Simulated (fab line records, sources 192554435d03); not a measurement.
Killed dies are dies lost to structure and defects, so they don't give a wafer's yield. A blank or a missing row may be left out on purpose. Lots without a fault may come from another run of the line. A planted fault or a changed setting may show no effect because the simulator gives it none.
Chamber matching | flow n5_finfet | N5_MOL_CONTACT_COAG_CMP_52 on cmp-04: 4 sister chambers
The step polishes, stops on SiO2, t overpolish 1.5 s, target thk 66.5 nm. 16 wafers are shown with their chamber, then 8 later ones without.

WAFERS WITH THEIR CHAMBER
wafer  | chamber | motor_current_A (A) | time_to_endpoint_s (s) | overpolish_run_s (s)
L075.3 | 1       | 13.1                | 9.5                    | 1.492
L075.4 | 2       | 12.9                | 12.3                   | 1.496
L075.6 | 0       | 11.8                | 12.0                   | 1.498
L076.1 | 0       | 11.9                | 9.0                    | 1.486
L076.3 | 3       | 11.2                | 5.7                    | 1.501
L076.6 | 0       | 12.1                | 9.6                    | 1.505
L077.1 | 0       | 12.7                | 9.8                    | 1.503
L077.3 | 3       | 11.5                | 8.0                    | 1.487
L077.5 | 0       | 12.0                | 8.3                    | 1.481
L079.3 | 3       | 11.7                | 7.2                    | 1.493
L079.4 | 2       | 12.6                | 16.4                   | 1.502
L079.6 | 2       | 12.6                | 17.6                   | 1.498
L080.1 | 0       | 12.1                | 7.4                    | 1.490
L080.2 | 1       | 13.3                | 12.5                   | 1.488
L080.6 | 1       | 12.5                | 7.1                    | 1.493
L087.2 | 2       | 12.3                | 17.1                   | 1.506

SIGNATURES (means of the wafers above)
reading            | chamber 0 | chamber 1 | chamber 2 | chamber 3 | scatter within a chamber
motor_current_A    | 12.100    | 12.967    | 12.600    | 11.467    | 0.31
time_to_endpoint_s | 9.350     | 9.700     | 15.850    | 6.967     | 1.98
overpolish_run_s   | 1.49383   | 1.49100   | 1.50050   | 1.49367   | 0.00729
Rule: a wafer's distance from a chamber is the root of the sum, over the readings, of the square of ((its reading less the chamber's mean) divided by the reading's scatter). The wafer belongs to the nearest chamber; if the next one is less than 2 further off, it can't be placed. The scatter: the root of (the sum of the squares of (reading less its chamber's mean) over the shown wafers, divided by (wafers less chambers)).

WAFERS WITHOUT THEIR CHAMBER
wafer  | motor_current_A (A) | time_to_endpoint_s (s) | overpolish_run_s (s)
L087.4 | 12.0                | 12.9                   | 1.503
L087.6 | 12.6                | 15.8                   | 1.498
L091.2 | 11.9                | 13.0                   | 1.500
L091.4 | 12.5                | 21.0                   | 1.502
L091.6 | 11.9                | 12.2                   | 1.503
L096.1 | 11.8                | 10.1                   | 1.487
L096.2 | 12.5                | 17.0                   | 1.496
L096.3 | 13.5                | 13.4                   | 1.503

WHICH CHAMBER EACH WENT THROUGH
wafer  | from the rows above               | in truth
L087.4 | can't be placed: 0 or 2 or 3 or 1 | 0
L087.6 | 2                                 | 2
L091.2 | can't be placed: 0 or 2 or 3 or 1 | 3
L091.4 | 2                                 | 2
L091.6 | can't be placed: 0 or 2 or 3      | 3
L096.1 | can't be placed: 0 or 3           | 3
L096.2 | 2                                 | 2
L096.3 | can't be placed: 1 or 2           | 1
Placed correctly: 3 of 8. Can't be placed from these rows: 5 (the true chamber is among the candidates in 5). Placed wrongly: 0.
